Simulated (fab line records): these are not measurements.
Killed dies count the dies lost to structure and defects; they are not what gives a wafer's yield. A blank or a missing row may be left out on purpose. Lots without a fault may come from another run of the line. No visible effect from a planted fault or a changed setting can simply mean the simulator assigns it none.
fab line records	flow nandHarc
[record] lots = 7	wafers = 21	lastDay = 24
route steps=1159 shown P_CONTACT@248 P_M0@253
lots that met no fault: from a run of the same line without faults
startH: the number of hours between the record's first day and the start of the first shown wafer of the lot	waitH: time in hours since the lot's previous step	" the same as in the row above	L1.1+2: a single row standing in for several wafers	- no value, or no start given	* or withheld: withheld	< > ~ a bound
route shown NAME@n: a module of which the file shows steps, and the number in the route of the first	usual: the fault-free wafers' mean and standard deviation	same: alike in all rows	chamber/n: place in a boat	sites: the reading at each site	_std_site: the values' standard deviation	_edge_site: outer sites' mean less inner sites'	radiusMm: for every site, how far away it sits from the centre of the wafer	mask NAME#n: copy n	behind: tool/chamber where the wafer was last shaped	hold: the reason the lot was held/the length of the hold in hours/how it ended	device: the n, p or np transistor that did not switch	end of line: the same wafers' tests at the end of the route	a step given without rows: its recipe and nothing more	killed: count of dies lost to structure and defects at first sort (not the wafer's yield)	map: dies across one wafer; x = killed, . = not, _ = none there
set.NAME: the run value of the setting; set.NAME@STEP: its run value at that earlier step	model.NAME: the simulator's own value behind a step, which no gauge read
lots seen at some steps along the route; tables by step, rows by wafer
services: when a tool's chamber went out of use (startH, in hours from the record's first day, below 0 if earlier), for how many hours, and the reason
[[steps]]
[step NHARC_P_CONTACT_CVD_23]
[recipe] targetThkA = 2000	tempC = 300	pressureTorr = 40	wf6FlowSccm = 40	h2FlowSccm = 1600	arFlowSccm = 1560	timeS = 557	material = W
[usual] heaterPowerW = 472/53	throttleValvePct = 7.95/0.21
lot.wafer	tool	chamber	startH	waitH	heaterPowerW	throttleValvePct
L639.2	cvdW-01	1	-	-	427	7.74
L639.4	"	0	"	"	498	8.33
L639.5	"	0	"	"	495	7.71
L640.3	cvdW-02	1	-	-	564	8.09
L640.4	"	0	"	"	419	7.66
L640.5	"	1	"	"	555	7.91
L650.4	cvdW-02	1	-	-	567	8.33
L650.3	"	0	"	"	430	7.78
L650.6	"	0	"	"	430	7.74
L654.1	cvdW-01	0	-	-	504	7.90
L654.3	"	0	"	"	495	8.08
L654.6	"	1	"	"	426	7.71
L658.1	cvdW-02	1	-	-	556	7.84
L658.3	"	1	"	"	533	7.83
L658.4	"	0	"	"	418	7.58
L660.2	cvdW-02	1	-	-	542	7.76
L660.3	"	1	"	"	545	7.72
L660.6	"	0	"	"	431	7.99
L661.2	cvdW-02	1	-	-	546	7.93
L661.1	"	0	"	"	426	7.55
L661.5	"	0	"	"	419	8.07
[step NHARC_P_CONTACT_CMP_24]
[recipe] tOverpolishS = 30	targetThkNm = 200
[usual] motorCurrentA = 12.1/0.84	overpolishRunS = 30.000/0.0087	padLifeWafers = 224/110	timeToEndpointS = 41/3
lot.wafer	tool	chamber	startH	waitH	motorCurrentA	overpolishRunS	padLifeWafers	timeToEndpointS
L639.4	cmp-01	2	127.81	0.3	10.7	30.004	92	38
L639.2	"	3	"	"	11.5	29.993	93	37
L639.5	"	1	"	"	12.3	29.981	-	39
L640.3	cmp-03	3	128.18	0.4	12.8	29.993	456	40
L640.4	"	1	"	"	11.8	29.992	458	38
L640.5	"	0	"	"	12.6	30.013	-	47
L650.4	cmp-02	2	189.07	0.4	13.5	30.011	319	48
L650.3	"	0	"	"	11.3	30.013	321	37
L650.6	"	2	"	"	13.2	29.990	-	46
L654.1	cmp-01	1	212.88	0.5	12.6	30.006	188	42
L654.3	"	2	"	"	12.2	29.998	189	42
L654.6	"	3	"	"	11.6	30.000	-	41
L658.3	cmp-01	1	236.88	0.4	12.5	29.995	318	42
L658.1	"	3	"	"	12.1	29.999	320	38
L658.4	"	0	"	"	10.7	30.003	321	38
L660.3	cmp-01	0	243.99	0.3	9.9	29.989	374	41
L660.2	"	1	"	"	12.4	30.005	375	43
L660.6	"	3	"	"	11.9	30.002	-	41
L661.1	cmp-03	3	244.53	0.5	12.9	29.998	428	44
L661.2	"	0	"	"	12.4	30.007	429	48
L661.5	"	2	"	"	13.4	30.003	-	42
[step NHARC_P_CONTACT_SRD_26]
[step NHARC_P_CONTACT_INSPECT_27]
[usual] rawDefectCount = 318/130
lot.wafer	tool	chamber	startH	waitH	rawDefectCount
L639.2	defectInspect-01	-	128.16	0.1	313
L639.4	"	-	"	"	328
L639.5	"	-	"	"	285
L640.3	defectInspect-02	-	128.59	0.1	274
L640.4	"	-	"	"	382
L640.5	"	-	"	"	363
L650.3	defectInspect-02	-	189.45	0.1	235
L650.4	"	-	"	"	288
L650.6	"	-	"	"	357
L654.1	defectInspect-02	-	213.23	0.1	185
L654.3	"	-	"	"	422
L654.6	"	-	"	"	321
L658.1	defectInspect-02	-	237.30	0.1	294
L658.3	"	-	"	"	289
L658.4	"	-	"	"	268
L660.2	defectInspect-02	-	244.34	0.1	176
L660.3	"	-	"	"	147
L660.6	"	-	"	"	162
L661.1	defectInspect-02	-	244.88	0.1	529
L661.2	"	-	"	"	327
L661.5	"	-	"	"	578
[step NHARC_P_M0_DEP_00]
[recipe] targetThkA = 1500	targetThkNm = 150	tempC = withheld	pressureTorr = 5	flowSccm = 200	rfW = 600	material = SiOC
[step NHARC_P_M0_DEHYDRATE_01]
[recipe] tempC = 150	timeS = 120
[step NHARC_P_M0_HMDS_02]
[recipe] timeS = 30
[step NHARC_P_M0_COAT_33]
[recipe] tempC = 200	timeS = 65
[step NHARC_P_M0_COAT_03]
[recipe] spinRpm = 1500	resistThkNm = 90
[step NHARC_P_M0_SOFTBAKE_04]
[recipe] tempC = 105	timeS = 55
[step NHARC_P_M0_EBR_05]
[step NHARC_P_M0_EXPOSE_06]
[recipe] na = 1.35	targetCdNm = 90	doseMj = 81.28	maskId = P_M0
[usual] exposureDoseMJCm2 = 81.25/0.08
lot.wafer	tool	chamber	startH	waitH	mask	exposureDoseMJCm2
L639.2	arfiScanner-03	0	128.81	-	P_M0#0	81.20
L639.4	"	0	"	"	P_M0#0	81.31
L639.5	"	0	"	"	P_M0#0	81.30
L640.3	arfiScanner-01	0	129.60	-	P_M0#0	81.31
L640.4	"	0	"	"	P_M0#0	81.39
L640.5	"	0	"	"	P_M0#0	81.22
L650.3	arfiScanner-02	0	190.35	-	P_M0#0	81.29
L650.4	"	0	"	"	P_M0#0	81.36
L650.6	"	0	"	"	P_M0#0	81.29
L654.1	arfiScanner-02	0	213.99	-	P_M0#0	55.59
L654.3	"	0	"	"	P_M0#0	55.53
L654.6	"	0	"	"	P_M0#0	55.67
L658.1	arfiScanner-02	0	238.07	-	P_M0#0	60.66
L658.3	"	0	"	"	P_M0#0	60.82
L658.4	"	0	"	"	P_M0#0	60.82
L660.2	arfiScanner-02	0	245.11	-	P_M0#0	63.71
L660.3	"	0	"	"	P_M0#0	63.79
L660.6	"	0	"	"	P_M0#0	63.69
L661.1	arfiScanner-03	0	245.78	-	P_M0#0	81.21
L661.2	"	0	"	"	P_M0#0	81.29
L661.5	"	0	"	"	P_M0#0	81.24
[step NHARC_P_M0_PEB_07]
[recipe] pebTempC = 100	pebTimeS = 65
[step NHARC_P_M0_DEVELOP_08]
[recipe] developTimeS = 35	devTempC = 23
[step NHARC_P_M0_CD_MEAS_09]
[recipe] targetCdNm = 90	landingEnergyEv = 500
[usual] cdNm = 90.4/0.83
lot.wafer	tool	chamber	startH	waitH	cdNm
L639.2	cdSem-02	0	128.95	-	89.8
L639.4	"	0	"	"	92.0
L639.5	"	0	"	"	89.0
L640.3	cdSem-01	0	129.73	-	89.7
L640.4	"	0	"	"	91.0
L640.5	"	0	"	"	90.0
L650.3	cdSem-03	0	190.49	-	91.2
L650.4	"	0	"	"	89.8
L650.6	"	0	"	"	91.5
L654.1	cdSem-01	0	214.13	-	66.8
L654.3	"	0	"	"	66.1
L654.6	"	0	"	"	66.2
L658.1	cdSem-03	0	238.21	-	72.4
L658.3	"	0	"	"	71.0
L658.4	"	0	"	"	72.0
L660.2	cdSem-01	0	245.25	-	75.2
L660.3	"	0	"	"	76.2
L660.6	"	0	"	"	75.2
L661.1	cdSem-03	0	245.93	-	89.3
L661.2	"	0	"	"	89.4
L661.5	"	0	"	"	90.9
[step NHARC_P_M0_OVL_MEAS_10]
[recipe] pitchNm = 180
[usual] overlayXNm = -0.2/0.63	overlayYNm = 0.0/0.88
lot.wafer	tool	chamber	startH	waitH	overlayXNm	overlayYNm
L639.2	overlay-01	-	129.03	-	0.5	-0.2
L639.4	"	-	"	"	0.8	-0.5
L639.5	"	-	"	"	0.3	-0.4
L640.3	overlay-02	-	129.82	-	0.1	-0.9
L640.4	"	-	"	"	0.3	-1.2
L640.5	"	-	"	"	-0.1	-0.5
L650.3	overlay-02	-	190.57	-	-0.3	-2.0
L650.4	"	-	"	"	-0.1	-1.9
L650.6	"	-	"	"	-0.1	-2.1
L654.1	overlay-01	-	214.22	-	-0.6	0.4
L654.3	"	-	"	"	-0.2	0.6
L654.6	"	-	"	"	-0.3	0.4
L658.1	overlay-01	-	238.30	-	-1.1	1.3
L658.3	"	-	"	"	-1.2	1.6
L658.4	"	-	"	"	-1.0	1.9
L660.2	overlay-01	-	245.34	-	-0.7	0.1
L660.3	"	-	"	"	-0.3	0.3
L660.6	"	-	"	"	-0.1	1.0
L661.1	overlay-01	-	246.02	-	-0.6	-0.1
L661.2	"	-	"	"	-0.5	-0.3
L661.5	"	-	"	"	-0.5	-0.5
[step NHARC_P_M0_INSPECT_11]
[usual] rawDefectCount = 3.8/2.3
lot.wafer	tool	chamber	startH	waitH	rawDefectCount
L639.2	defectInspect-02	-	129.07	0.0	2
L639.4	"	-	"	"	4
L639.5	"	-	"	"	5
L640.3	defectInspect-01	-	129.85	0.0	8
L640.4	"	-	"	"	3
L640.5	"	-	"	"	1
L650.3	defectInspect-01	-	190.61	0.0	3
L650.4	"	-	"	"	2
L650.6	"	-	"	"	3
L654.1	defectInspect-02	-	214.26	0.0	6
L654.3	"	-	"	"	1
L654.6	"	-	"	"	4
L658.1	defectInspect-01	-	238.34	0.0	4
L658.3	"	-	"	"	3
L658.4	"	-	"	"	2
L660.2	defectInspect-02	-	245.38	0.0	2
L660.3	"	-	"	"	1
L660.6	"	-	"	"	2
L661.1	defectInspect-01	-	246.05	0.0	4
L661.2	"	-	"	"	11
L661.5	"	-	"	"	7
[step NHARC_P_M0_DESCUM_14]
[recipe] timeS = 3	o2FlowSccm = 200	arFlowSccm = 0	biasPowerW = 0	chemistry = O2
[usual] chamberPressureMTorr = 60.01/0.054	drypumpMotorCurrentA = 5.9/0.49	oesProductAu = 1.000/0.015	rfVppV = 57.9/0.88	showerheadPlenumPTorr = 1.94/0.081	throttleValvePct = 11.310/0.0095
lot.wafer	tool	chamber	startH	waitH	chamberPressureMTorr	drypumpMotorCurrentA	oesProductAu	rfHoursCounterH	rfVppV	showerheadPlenumPTorr	throttleValvePct	model.P_M0.cdNm
L639.2	rieDiel-03	1	129.15	0.1	60.12	6.1	1.012	7	58.8	1.82	11.314	90.45
L639.5	"	2	"	"	59.99	5.3	0.999	-	58.3	1.96	11.302	89.51
L639.4	"	1	"	"	59.99	6.1	1.014	-	55.8	1.82	11.294	92.46
L640.4	rieDiel-01	0	129.95	0.1	59.95	6.0	0.979	-	57.1	1.97	11.321	91.08
L640.3	"	2	"	"	60.03	6.5	0.984	-	58.0	1.95	11.309	88.96
L640.5	"	0	"	"	59.93	6.0	0.989	-	58.3	1.97	11.315	89.64
L650.3	rieDiel-03	1	190.68	0.1	60.06	6.1	1.030	11	58.4	1.82	11.306	91.99
L650.6	"	0	"	"	60.09	5.6	1.029	-	57.6	2.07	11.304	90.91
L650.4	"	2	"	"	60.02	5.3	1.006	-	58.7	1.96	11.306	90
L654.3	rieDiel-01	3	214.33	0.1	60.01	5.4	0.985	6	58.1	1.86	11.312	65.4
L654.1	"	0	"	"	60.07	6.0	0.991	6	57.2	1.97	11.303	66.42
L654.6	"	2	"	"	60.03	6.5	1.007	-	58.2	1.95	11.304	65.56
L658.3	rieDiel-03	2	238.41	0.1	60.05	5.3	1.014	0	58.3	1.96	11.311	71.82
L658.4	"	3	"	"	60.03	6.4	0.996	0	57.0	1.87	11.329	71.41
L658.1	"	0	"	"	59.95	5.6	1.025	0	58.7	2.06	11.299	72.98
L660.2	rieDiel-03	2	245.44	0.1	60.04	5.3	1.001	1	58.3	1.96	11.319	75.24
L660.3	"	3	"	"	59.95	6.4	0.980	1	56.9	1.87	11.314	76
L660.6	"	3	"	"	59.98	6.4	0.976	-	57.6	1.87	11.310	75.28
L661.1	rieDiel-03	0	246.12	0.1	60.07	5.6	1.014	1	59.4	2.06	11.315	89.97
L661.2	"	1	"	"	59.90	6.1	1.004	1	57.8	1.82	11.281	88.99
L661.5	"	1	"	"	59.89	6.1	1.006	-	56.0	1.82	11.320	90.41
[step NHARC_P_M0_ETCH_34]
[recipe] targetDepthA = 400	overetchA = 120	timeS = 43.94	ionEnergyEv = 200	n2FlowSccm = 150	h2FlowSccm = 150	arFlowSccm = 0	rfW = 400	biasW = 150	chemistry = N2/H2
[usual] chamberPressureMTorr = 30.002/0.029	drypumpMotorCurrentA = 5.9/0.48	oesProductAu = 1.000/0.016	rfVppV = 431.6/2.6	showerheadPlenumPTorr = 2.08/0.089	throttleValvePct = 14.171/0.0094
lot.wafer	tool	chamber	startH	waitH	chamberPressureMTorr	drypumpMotorCurrentA	oesProductAu	rfHoursCounterH	rfVppV	showerheadPlenumPTorr	throttleValvePct
L639.2	rieDiel-03	2	129.23	0.1	30.002	5.3	1.000	7	430.4	2.10	14.171
L639.5	"	3	"	"	30.014	6.4	0.975	-	429.7	2.00	14.170
L639.4	"	1	"	"	29.995	6.1	1.019	-	428.6	1.94	14.163
L640.3	rieDiel-01	2	130.07	0.1	30.031	6.5	0.989	-	430.9	2.08	14.166
L640.4	"	0	"	"	29.984	6.0	0.981	-	432.6	2.10	14.161
L640.5	"	0	"	"	30.066	6.0	0.982	-	431.0	2.10	14.163
L650.3	rieDiel-03	1	190.77	0.1	30.018	6.1	1.027	11	427.8	1.94	14.172
L650.4	"	2	"	"	29.996	5.3	1.000	-	431.7	2.09	14.180
L650.6	"	0	"	"	29.982	5.6	1.020	-	434.7	2.21	14.153
L654.3	rieDiel-01	0	214.41	0.1	29.970	6.0	0.993	6	432.3	2.10	14.153
L654.1	"	2	"	"	29.978	6.5	0.993	4	430.8	2.08	14.162
L654.6	"	3	"	"	29.975	5.4	0.976	-	429.3	1.99	14.164
L658.3	rieDiel-03	1	238.49	0.1	30.018	6.1	1.006	0	427.7	1.93	14.177
L658.4	"	2	"	"	30.056	5.3	1.022	0	433.5	2.09	14.184
L658.1	"	3	"	"	30.052	6.4	1.003	0	430.2	2.00	14.153
L660.3	rieDiel-03	2	245.52	0.1	30.038	5.3	1.017	1	431.5	2.09	14.170
L660.2	"	0	"	"	29.983	5.5	1.044	1	434.8	2.20	14.162
L660.6	"	3	"	"	29.963	6.4	0.998	-	429.6	2.00	14.176
L661.2	rieDiel-03	1	246.21	0.1	30.046	6.1	1.012	1	427.0	1.93	14.176
L661.1	"	2	"	"	29.965	5.3	1.007	1	431.9	2.09	14.161
L661.5	"	0	"	"	30.018	5.6	1.019	-	435.3	2.20	14.166
[step NHARC_P_M0_ETCH_15]
[recipe] targetDepthA = 1500	overetchA = 150	timeS = 82.5	c4f8FlowSccm = withheld	arFlowSccm = 400	rfW = 600	biasW = 300	chemistry = C4F8/Ar
[usual] chamberPressureMTorr = 25.000/0.03	oesProductAu = 0.958/0.019	rfVppV = 441.8/2.5
lot.wafer	tool	chamber	startH	waitH	chamberPressureMTorr	oesProductAu	rfHoursCounterH	rfVppV	model.P_M0.cdNm
L639.2	rieDiel-03	1	-	-	24.995	0.976	7	437.1	90.16
L639.5	"	1	"	"	25.040	0.981	-	437.9	89.12
L639.4	"	2	"	"	24.988	0.954	-	444.2	92.78
L640.4	rieDiel-01	0	130.20	0.1	24.996	0.920	-	441.8	91.04
L640.3	"	2	"	"	25.017	0.941	-	441.8	88.87
L640.5	"	2	"	"	25.014	0.937	-	442.6	89.59
L650.3	rieDiel-03	1	-	-	24.991	0.945	11	436.8	92.11
L650.6	"	1	"	"	25.004	0.940	-	436.9	90.82
L650.4	"	0	"	"	24.954	0.941	-	445.9	89.49
L654.3	rieDiel-01	3	-	-	24.959	0.939	6	440.5	65.46
L654.1	"	1	"	"	24.999	0.955	6	443.4	66.58
L654.6	"	3	"	"	24.961	0.936	-	440.2	66.37
L658.3	rieDiel-03	1	-	-	25.015	0.970	0	436.9	71.88
L658.1	"	2	"	"	25.006	0.984	0	443.1	73.37
L658.4	"	0	"	"	24.985	1.008	0	445.0	72.28
L660.3	rieDiel-03	3	-	-	25.018	0.951	1	439.5	76.78
L660.2	"	0	"	"	25.008	1.004	1	444.9	75.87
L660.6	"	3	"	"	25.016	0.953	-	440.7	75.43
L661.1	rieDiel-03	2	-	-	25.006	0.988	1	440.8	90.7
L661.2	"	0	"	"	25.001	0.988	1	444.7	89.08
L661.5	"	2	"	"	25.016	0.986	-	442.6	90.97
[step NHARC_P_M0_CD_MEAS_16]
[usual] cdNm = 90.3/1.2
lot.wafer	tool	chamber	startH	waitH	cdNm
L639.2	cdSem-01	-	129.47	-	90.2
L639.4	"	-	"	"	92.8
L639.5	"	-	"	"	89.0
L640.3	cdSem-03	-	130.35	0.1	88.9
L640.4	"	-	"	"	91.3
L640.5	"	-	"	"	89.4
L650.3	cdSem-02	-	191.01	-	92.2
L650.4	"	-	"	"	89.9
L650.6	"	-	"	"	90.9
L654.1	cdSem-03	-	214.62	-	66.8
L654.3	"	-	"	"	65.5
L654.6	"	-	"	"	66.5
L658.1	cdSem-01	-	238.70	-	73.5
L658.3	"	-	"	"	71.8
L658.4	"	-	"	"	71.7
L660.2	cdSem-03	-	245.74	-	75.8
L660.3	"	-	"	"	76.8
L660.6	"	-	"	"	75.3
L661.1	cdSem-02	-	246.41	-	90.8
L661.2	"	-	"	"	89.2
L661.5	"	-	"	"	90.8
[step NHARC_P_M0_STRIP_18]
[recipe] powerW = 1000	n2FlowSccm = 150	h2FlowSccm = 150	arFlowSccm = 0	biasW = 0	chemistry = N2/H2
[usual] chamberPressureMTorr = 29.997/0.027	drypumpMotorCurrentA = 5.9/0.52	oesProductAu = 0.997/0.014	rfVppV = 90.8/0.91	showerheadPlenumPTorr = 2.08/0.084	throttleValvePct = 14.173/0.0093
lot.wafer	tool	chamber	startH	waitH	chamberPressureMTorr	drypumpMotorCurrentA	oesProductAu	rfHoursCounterH	rfVppV	showerheadPlenumPTorr	throttleValvePct
L639.2	rieDiel-03	2	129.58	0.1	29.985	5.3	1.002	7	90.5	2.10	14.178
L639.5	"	2	"	"	30.029	5.3	1.004	-	89.9	2.10	14.175
L639.4	"	3	"	"	29.997	6.4	0.986	-	90.2	2.00	14.178
L640.3	rieDiel-03	3	130.45	0.1	29.953	6.4	0.971	7	90.1	2.00	14.176
L640.4	"	2	"	"	29.986	5.3	0.992	-	93.0	2.10	14.167
L640.5	"	3	"	"	30.006	6.4	0.978	-	90.0	2.00	14.169
L650.3	rieDiel-03	2	191.08	0.1	29.952	5.3	1.006	9	90.5	2.09	14.174
L650.6	"	0	"	"	29.973	5.6	1.024	-	91.6	2.21	14.168
L650.4	"	1	"	"	29.998	6.1	1.028	-	90.7	1.94	14.169
L654.1	rieDiel-03	2	214.69	0.1	29.983	5.3	1.000	11	90.8	2.09	14.160
L654.3	"	0	"	"	29.998	5.6	1.009	12	91.2	2.20	14.164
L654.6	"	3	"	"	29.946	6.4	0.986	-	91.3	2.00	14.173
L658.3	rieDiel-03	2	238.78	0.1	29.970	5.3	1.001	0	91.9	2.09	14.160
L658.1	"	3	"	"	29.985	6.4	0.986	0	90.2	2.00	14.180
L658.4	"	1	"	"	30.019	6.1	1.004	0	90.4	1.93	14.187
L660.2	rieDiel-11	2	245.84	0.1	29.955	6.5	0.992	2	91.5	2.08	14.184
L660.3	"	0	"	"	29.974	4.9	1.006	2	90.3	2.17	14.167
L660.6	"	2	"	"	29.990	6.5	0.990	-	90.1	2.07	14.167
L661.1	rieDiel-01	2	246.54	0.1	30.028	6.5	1.006	7	91.3	2.08	14.168
L661.2	"	3	"	"	29.980	5.4	0.980	8	91.1	1.99	14.176
L661.5	"	0	"	"	30.034	6.0	0.994	-	91.2	2.10	14.180
[[services]]
tool	chamber	startH	hours	kind
rieDiel-01	1	110.75	12.5	repair
rieDiel-03	0	111.83	30.8	repair
cvdW-01	-	113.68	13.0	pm
cvdW-02	-	114.53	0.8	repair
arfiScanner-03	-	125.14	1.4	repair
rieDiel-01	1	125.64	6.7	repair
rieDiel-01	3	129.13	5.4	repair
rieDiel-01	-	137.80	9.0	pm
arfiScanner-03	-	140.00	4.0	pm
cmp-03	-	156.00	4.0	pm
rieDiel-03	2	157.31	12.0	repair
cmp-03	-	164.57	2.1	repair
cmp-03	-	174.44	0.8	repair
cmp-01	-	179.54	4.0	pm
arfiScanner-02	-	179.73	4.0	pm
rieDiel-03	3	189.59	19.7	repair
rieDiel-01	2	192.85	8.1	repair
rieDiel-03	2	195.69	7.1	repair
cvdW-02	-	197.56	13.0	pm
arfiScanner-03	-	199.69	0.9	repair
cmp-03	-	201.41	2.5	repair
rieDiel-03	-	215.30	9.0	pm
rieDiel-01	0	215.42	8.1	repair
cmp-03	-	216.00	3.0	repair
[[key]]
[firstSign] step = NHARC_P_M0_EXPOSE_06	reading = exposureDoseMJCm2	direction = down	sigmas = 99+	usual = 81.25	struck = 60.03
[effect] step = NHARC_P_M0_CD_MEAS_09	reading = cdNm	direction = down	sigmas = 23	usual = 90.4	struck = 71.2	through = controlLoop
[effect] step = NHARC_P_M0_CD_MEAS_16	reading = cdNm	direction = down	sigmas = 16	usual = 90.3	struck = 71.5	through = controlLoop
[modelEffect] step = NHARC_P_M0_DESCUM_14	value = P_M0.cdNm	without = 89.94	struck = 71.12
[modelEffect] step = NHARC_P_M0_ETCH_15	value = P_M0.cdNm	without = 90.38	struck = 71.56
metAt NHARC_P_M0_EXPOSE_06
struckWafers L654.1,L654.3,L654.6,L658.1,L658.3,L658.4,L660.2,L660.3,L660.6
laterRowsLeftOut L654.1,L654.3,L654.6,L658.1,L658.3,L658.4
sortLeftOut L654.1,L654.3,L654.6,L658.1,L658.3,L658.4,L660.2,L660.3,L660.6
[loopTrim] step = NHARC_P_M0_EXPOSE_06	setting = dose	lots = L658,L660
onsetBetween 190.35 213.99
[fault] kind = processParameterDrift	tool = arfiScanner-02	chamber = -	onsetH = 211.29	steps = NHARC_P_M0_EXPOSE_06	channel = doseMj	offset = -25.687	shape = step	actsIn = theseRecipesOnly	stated = 81.28
// sortLeftOut: the simulated sort isn't trusted on such a fault, so these wafers' sort isn't shown, and their yield isn't known
// laterRowsLeftOut: the simulator's readings of these wafers behind a module that went badly wrong aren't trusted and aren't shown, but for the sort
// loopTrim: a control loop set the setting to another value than it would have without faults
